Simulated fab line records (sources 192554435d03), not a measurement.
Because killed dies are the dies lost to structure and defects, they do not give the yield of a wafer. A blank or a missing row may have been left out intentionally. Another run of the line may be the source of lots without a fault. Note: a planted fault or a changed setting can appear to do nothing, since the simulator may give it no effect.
Which of the tools did it? || flow n5 finfet || 10 lots, 29 wafers sampled, at 7 steps of a route of 1938

WHAT THE GAUGES SHOWED, per wafer
N5_BEOL_M9_CD_MEAS_11: target cd 64.1 nm. Usual: cd nm reads 64.5 nm (standard deviation 0.65).
{"lot": "L324", "measured": "day 9 16:33", "on": "cd sem-02", "cd nm (nm)": "64.3 64.5 64.3", "flag": ""}
{"lot": "L325", "measured": "day 10 00:19", "on": "cd sem-03", "cd nm (nm)": "65.3 65.0 65.1", "flag": ""}
{"lot": "L328", "measured": "day 10 12:30", "on": "cd sem-01", "cd nm (nm)": "60.3 61.8 61.0", "flag": "OFF"}
{"lot": "L330", "measured": "day 11 11:27", "on": "cd sem-02", "cd nm (nm)": "61.1 62.0", "flag": "OFF"}
{"lot": "L336", "measured": "day 13 10:47", "on": "cd sem-01", "cd nm (nm)": "64.2 63.9 64.4", "flag": ""}
{"lot": "L339", "measured": "day 13 12:45", "on": "cd sem-03", "cd nm (nm)": "63.6 63.6 64.6", "flag": ""}
{"lot": "L342", "measured": "day 14 18:21", "on": "cd sem-03", "cd nm (nm)": "63.0 63.3 64.6", "flag": ""}
{"lot": "L341", "measured": "day 14 18:53", "on": "cd sem-01", "cd nm (nm)": "64.0 64.9 64.9", "flag": ""}
{"lot": "L344", "measured": "day 15 16:46", "on": "cd sem-01", "cd nm (nm)": "64.2 64.6 64.4", "flag": ""}
{"lot": "L346", "measured": "day 15 21:29", "on": "cd sem-02", "cd nm (nm)": "63.6 65.6 64.2", "flag": ""}

N5_BEOL_M9_INSPECT_13: inspects for defects (brightfield). Usual: raw defect count reads 418 (standard deviation 97).
{"lot": "L324", "measured": "day 9 16:36", "on": "defect inspect-01", "raw defect count": "341 470 414", "flag": ""}
{"lot": "L325", "measured": "day 10 00:22", "on": "defect inspect-02", "raw defect count": "311 324 299", "flag": ""}
{"lot": "L328", "measured": "day 10 12:34", "on": "defect inspect-01", "raw defect count": "490 520 521", "flag": ""}
{"lot": "L330", "measured": "day 11 11:30", "on": "defect inspect-01", "raw defect count": "415 430", "flag": ""}
{"lot": "L336", "measured": "day 13 10:50", "on": "defect inspect-01", "raw defect count": "300 390 366", "flag": ""}
{"lot": "L339", "measured": "day 13 12:48", "on": "defect inspect-02", "raw defect count": "460 434 482", "flag": ""}
{"lot": "L342", "measured": "day 14 18:25", "on": "defect inspect-01", "raw defect count": "407 384 353", "flag": ""}
{"lot": "L341", "measured": "day 14 18:56", "on": "defect inspect-02", "raw defect count": "287 340 364", "flag": ""}
{"lot": "L344", "measured": "day 15 16:49", "on": "defect inspect-01", "raw defect count": "439 389 415", "flag": ""}
{"lot": "L346", "measured": "day 15 21:33", "on": "defect inspect-01", "raw defect count": "439 384 335", "flag": ""}

N5_BEOL_M9_CD_MEAS_18: pitch 140 nm, target cd 70 nm. Usual: cd nm reads 70.4 nm (standard deviation 0.84).
{"lot": "L324", "measured": "day 9 17:05", "on": "cd sem-02", "cd nm (nm)": "70.7 70.3 70.7", "flag": ""}
{"lot": "L325", "measured": "day 10 00:52", "on": "cd sem-01", "cd nm (nm)": "70.9 71.0 70.9", "flag": ""}
{"lot": "L328", "measured": "day 10 13:14", "on": "cd sem-01", "cd nm (nm)": "67.0 67.2 66.2", "flag": "OFF"}
{"lot": "L330", "measured": "day 11 12:01", "on": "cd sem-01", "cd nm (nm)": "67.8 68.7", "flag": ""}
{"lot": "L336", "measured": "day 13 11:23", "on": "cd sem-02", "cd nm (nm)": "69.5 70.0 69.5", "flag": ""}
{"lot": "L339", "measured": "day 13 13:17", "on": "cd sem-01", "cd nm (nm)": "69.8 69.1 70.6", "flag": ""}
{"lot": "L342", "measured": "day 14 18:56", "on": "cd sem-03", "cd nm (nm)": "68.3 68.3 71.4", "flag": ""}
{"lot": "L341", "measured": "day 14 19:31", "on": "cd sem-01", "cd nm (nm)": "68.7 70.9 70.2", "flag": ""}
{"lot": "L344", "measured": "day 15 17:19", "on": "cd sem-01", "cd nm (nm)": "70.1 70.1 70.6", "flag": ""}
{"lot": "L346", "measured": "day 15 22:08", "on": "cd sem-01", "cd nm (nm)": "69.6 72.1 71.2", "flag": ""}

N5_BEOL_M9_CD_MEAS_35: target cd 70 nm, target cd y 40 nm. Usual: cd nm reads 70.4 nm (standard deviation 0.81).
{"lot": "L324", "measured": "day 9 19:08", "on": "cd sem-03", "cd nm (nm)": "70.5 70.2 70.1", "flag": ""}
{"lot": "L325", "measured": "day 10 03:41", "on": "cd sem-01", "cd nm (nm)": "70.8 70.7 70.8", "flag": ""}
{"lot": "L328", "measured": "day 10 14:37", "on": "cd sem-03", "cd nm (nm)": "67.4 67.4 66.5", "flag": "OFF"}
{"lot": "L330", "measured": "day 11 13:11", "on": "cd sem-01", "cd nm (nm)": "68.4 69.0", "flag": ""}
{"lot": "L336", "measured": "day 13 12:41", "on": "cd sem-03", "cd nm (nm)": "69.4 70.2 69.6", "flag": ""}
{"lot": "L339", "measured": "day 13 14:52", "on": "cd sem-03", "cd nm (nm)": "70.1 68.7 70.7", "flag": ""}
{"lot": "L342", "measured": "day 14 20:04", "on": "cd sem-03", "cd nm (nm)": "68.8 68.6 71.2", "flag": ""}
{"lot": "L341", "measured": "day 14 22:33", "on": "cd sem-03", "cd nm (nm)": "68.8 70.9 70.1", "flag": ""}
{"lot": "L344", "measured": "day 15 18:56", "on": "cd sem-03", "cd nm (nm)": "70.4 69.9 70.7", "flag": ""}
{"lot": "L346", "measured": "day 16 03:18", "on": "cd sem-02", "cd nm (nm)": "69.1 71.8 70.6", "flag": ""}

EACH LOT AND THE TOOL THAT RAN IT (in order: tool; ch and the chambers of the sampled wafers; start)
{"lot": "L324", "N5_BEOL_M8_ALD_77": "ald metal-01 ch 0,1, day 9 11:54", "N5_BEOL_M9_EXPOSE_08": "arfi scanner-02 ch 0, day 9 16:25", "N5_BEOL_M9_ETCH_61": "rie diel-02 ch 0,2,3, day 9 16:40"}
{"lot": "L325", "N5_BEOL_M8_ALD_77": "ald metal-03 ch 0,3, day 9 19:57", "N5_BEOL_M9_EXPOSE_08": "arfi scanner-02 ch 0, day 10 00:12", "N5_BEOL_M9_ETCH_61": "rie diel-06 ch 0,2,3, day 10 00:26"}
{"lot": "L328", "N5_BEOL_M8_ALD_77": "ald metal-03 ch 0,2, day 10 08:32", "N5_BEOL_M9_EXPOSE_08": "arfi scanner-02 ch 0, day 10 12:23", "N5_BEOL_M9_ETCH_61": "rie diel-06 ch 0,2,3, day 10 12:41"}
{"lot": "L330", "N5_BEOL_M8_ALD_77": "ald metal-01 ch 0, day 11 06:58", "N5_BEOL_M9_EXPOSE_08": "arfi scanner-02 ch 0, day 11 11:20", "N5_BEOL_M9_ETCH_61": "rie diel-04 ch 0, day 11 11:34"}
{"lot": "L336", "N5_BEOL_M8_ALD_77": "ald metal-02 ch 0,1,3, day 13 07:05", "N5_BEOL_M9_EXPOSE_08": "arfi scanner-01 ch 0, day 13 10:40", "N5_BEOL_M9_ETCH_61": "rie diel-04 ch 0,1,2, day 13 10:55"}
{"lot": "L339", "N5_BEOL_M8_ALD_77": "ald metal-02 ch 0,1,3, day 13 09:20", "N5_BEOL_M9_EXPOSE_08": "arfi scanner-01 ch 0, day 13 12:37", "N5_BEOL_M9_ETCH_61": "rie diel-02 ch 1,2,3, day 13 12:52"}
{"lot": "L342", "N5_BEOL_M8_ALD_77": "ald metal-03 ch 0,1,3, day 14 14:01", "N5_BEOL_M9_EXPOSE_08": "arfi scanner-03 ch 0, day 14 18:14", "N5_BEOL_M9_ETCH_61": "rie diel-04 ch 0,1,2, day 14 18:29"}
{"lot": "L341", "N5_BEOL_M8_ALD_77": "ald metal-01 ch 0,3, day 14 14:19", "N5_BEOL_M9_EXPOSE_08": "arfi scanner-03 ch 0, day 14 18:45", "N5_BEOL_M9_ETCH_61": "rie diel-04 ch 0,1,2, day 14 19:00"}
{"lot": "L344", "N5_BEOL_M8_ALD_77": "ald metal-01 ch 2,3, day 15 12:37", "N5_BEOL_M9_EXPOSE_08": "arfi scanner-03 ch 0, day 15 16:40", "N5_BEOL_M9_ETCH_61": "rie diel-06 ch 0,1, day 15 16:53"}
{"lot": "L346", "N5_BEOL_M8_ALD_77": "ald metal-03 ch 0,2,3, day 15 16:29", "N5_BEOL_M9_EXPOSE_08": "arfi scanner-01 ch 0, day 15 21:22", "N5_BEOL_M9_ETCH_61": "rie diel-04 ch 0,1,3, day 15 21:37"}
- N5_BEOL_M8_ALD_77: deposits TaN, target thk 2 nm, pulse time 2 s, purge time 3 s.
- N5_BEOL_M9_EXPOSE_08: exposes mask M9.
- N5_BEOL_M9_ETCH_61: etches SiARC in CF4, target depth 39 nm, time 65 s.

AS READ BY THE TOOLS THEMSELVES (means over the sampled wafers that have a number; for cases with no such wafer, the mark the record gives instead)
N5_BEOL_M8_ALD_77. Usual: heater power w 419 W, standard deviation 62; precursor vessel temp c 75.01 C, standard deviation 0.11.
{"lot": "L324", "tool": "ald metal-01", "heater power w (W)": 418, "precursor vessel temp c (C)": 75.15, "flag": ""}
{"lot": "L325", "tool": "ald metal-03", "heater power w (W)": 422, "precursor vessel temp c (C)": 75.02, "flag": ""}
{"lot": "L328", "tool": "ald metal-03", "heater power w (W)": 358, "precursor vessel temp c (C)": 74.99, "flag": ""}
{"lot": "L330", "tool": "ald metal-01", "heater power w (W)": 350, "precursor vessel temp c (C)": 75.06, "flag": ""}
{"lot": "L336", "tool": "ald metal-02", "heater power w (W)": 425, "precursor vessel temp c (C)": 74.98, "flag": ""}
{"lot": "L339", "tool": "ald metal-02", "heater power w (W)": 432, "precursor vessel temp c (C)": 75.08, "flag": ""}
{"lot": "L342", "tool": "ald metal-03", "heater power w (W)": 445, "precursor vessel temp c (C)": 74.96, "flag": ""}
{"lot": "L341", "tool": "ald metal-01", "heater power w (W)": 371, "precursor vessel temp c (C)": 74.87, "flag": ""}
{"lot": "L344", "tool": "ald metal-01", "heater power w (W)": 433, "precursor vessel temp c (C)": 75.03, "flag": ""}
{"lot": "L346", "tool": "ald metal-03", "heater power w (W)": 385, "precursor vessel temp c (C)": 75.03, "flag": ""}

N5_BEOL_M9_EXPOSE_08. Usual: exposure dose mJ cm2 reads 53.72 (standard deviation 0.054).
{"lot": "L324", "tool": "arfi scanner-02", "exposure dose mJ cm2": 53.74, "flag": ""}
{"lot": "L325", "tool": "arfi scanner-02", "exposure dose mJ cm2": 53.68, "flag": ""}
{"lot": "L328", "tool": "arfi scanner-02", "exposure dose mJ cm2": 50.73, "flag": "OFF"}
{"lot": "L330", "tool": "arfi scanner-02", "exposure dose mJ cm2": 51.25, "flag": "OFF"}
{"lot": "L336", "tool": "arfi scanner-01", "exposure dose mJ cm2": 53.75, "flag": ""}
{"lot": "L339", "tool": "arfi scanner-01", "exposure dose mJ cm2": 53.74, "flag": ""}
{"lot": "L342", "tool": "arfi scanner-03", "exposure dose mJ cm2": 53.63, "flag": ""}
{"lot": "L341", "tool": "arfi scanner-03", "exposure dose mJ cm2": 53.71, "flag": ""}
{"lot": "L344", "tool": "arfi scanner-03", "exposure dose mJ cm2": 53.71, "flag": ""}
{"lot": "L346", "tool": "arfi scanner-01", "exposure dose mJ cm2": 53.76, "flag": ""}

N5_BEOL_M9_ETCH_61. Usual: drypump motor current A 5.5 A, standard deviation 0.33; etch rf on time s 65.1 s, standard deviation 2.1; oes product au 0.67 a.u., standard deviation 0.067; rf vpp V 184.2 V, standard deviation 1.2; showerhead plenum p Torr 2.14 Torr, standard deviation 0.07; throttle valve pct 15.65 %, standard deviation 0.2.
{"lot": "L324", "tool": "rie diel-02", "drypump motor current A (A)": 5.4, "etch rf on time s (s)": 64.3, "oes product au (a.u.)": 0.72, "rf vpp V (V)": 184.2, "showerhead plenum p Torr (Torr)": 2.16, "throttle valve pct (%)": 15.65, "flag": ""}
{"lot": "L325", "tool": "rie diel-06", "drypump motor current A (A)": 5.6, "etch rf on time s (s)": 64.2, "oes product au (a.u.)": 0.67, "rf vpp V (V)": 185.4, "showerhead plenum p Torr (Torr)": 2.21, "throttle valve pct (%)": 15.54, "flag": ""}
{"lot": "L328", "tool": "rie diel-06", "drypump motor current A (A)": 5.6, "etch rf on time s (s)": 64.5, "oes product au (a.u.)": 0.66, "rf vpp V (V)": 185.3, "showerhead plenum p Torr (Torr)": 2.20, "throttle valve pct (%)": 15.55, "flag": ""}
{"lot": "L330", "tool": "rie diel-04", "drypump motor current A (A)": 5.6, "etch rf on time s (s)": 69.2, "oes product au (a.u.)": 0.70, "rf vpp V (V)": 183.1, "showerhead plenum p Torr (Torr)": 2.10, "throttle valve pct (%)": 15.55, "flag": ""}
{"lot": "L336", "tool": "rie diel-04", "drypump motor current A (A)": 5.4, "etch rf on time s (s)": 67.5, "oes product au (a.u.)": 0.68, "rf vpp V (V)": 182.7, "showerhead plenum p Torr (Torr)": 2.08, "throttle valve pct (%)": 15.56, "flag": ""}
{"lot": "L339", "tool": "rie diel-02", "drypump motor current A (A)": 5.8, "etch rf on time s (s)": 63.8, "oes product au (a.u.)": 0.69, "rf vpp V (V)": 183.8, "showerhead plenum p Torr (Torr)": 2.15, "throttle valve pct (%)": 15.65, "flag": ""}
{"lot": "L342", "tool": "rie diel-04", "drypump motor current A (A)": 5.4, "etch rf on time s (s)": 67.3, "oes product au (a.u.)": 0.67, "rf vpp V (V)": 183.1, "showerhead plenum p Torr (Torr)": 2.08, "throttle valve pct (%)": 15.57, "flag": ""}
{"lot": "L341", "tool": "rie diel-04", "drypump motor current A (A)": 5.4, "etch rf on time s (s)": 67.8, "oes product au (a.u.)": 0.68, "rf vpp V (V)": 183.7, "showerhead plenum p Torr (Torr)": 2.08, "throttle valve pct (%)": 15.57, "flag": ""}
{"lot": "L344", "tool": "rie diel-06", "drypump motor current A (A)": 5.5, "etch rf on time s (s)": 62.4, "oes product au (a.u.)": 0.66, "rf vpp V (V)": 183.8, "showerhead plenum p Torr (Torr)": 2.12, "throttle valve pct (%)": 15.83, "flag": ""}
{"lot": "L346", "tool": "rie diel-04", "drypump motor current A (A)": 5.3, "etch rf on time s (s)": 66.9, "oes product au (a.u.)": 0.67, "rf vpp V (V)": 183.7, "showerhead plenum p Torr (Torr)": 2.13, "throttle valve pct (%)": 15.64, "flag": ""}

THE ANSWER, worked out from the rows above alone
Rule: lot off if the mean of its wafers having a number is beyond 3 standard deviations from the usual mean. A lot without any number at a reading at which 4 lots or more have one is off too. The other lots that the step has rows for count as sound. Order of review: gauges by route order, followed by the tools' own readings, for which a lot's mean as printed above is used. The first step at which some lot is off is used, and at that step the reading that is off furthest; a lot without a number counts as furthest.
Off, at N5_BEOL_M9_CD_MEAS_11 on cd nm: L328, L330.
A tool fits if, at a process step before that reading, it ran every lot that is off, and no sound lot after the first of them. Not tried: the gauges at N5_BEOL_M9_CD_MEAS_11; whatever is off there is also off at N5_BEOL_M9_EXPOSE_08, on other tools, and gauge error can't account for it. One candidate fits, namely arfi scanner-02 at N5_BEOL_M9_EXPOSE_08. A fault onset in the window from L325 (day 10 00:12, its last sound lot) to L328 (day 10 12:23, its first lot off) fits.
The tool's own readings at N5_BEOL_M9_EXPOSE_08 bear it out: on the lots that are off they differ by more than 5 times the standard deviation of the sound lots' means. exposure dose mJ cm2 reads 50.99 there against 53.72 on the sound lots.

WHAT THE SIMULATOR HAD PUT IN
Process parameters drifting: arfi scanner-02 at N5_BEOL_M9_EXPOSE_08, beginning at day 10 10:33. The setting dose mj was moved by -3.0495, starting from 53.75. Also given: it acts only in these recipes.
Lots struck among those shown: L328, L330. Same finding as the rule above.
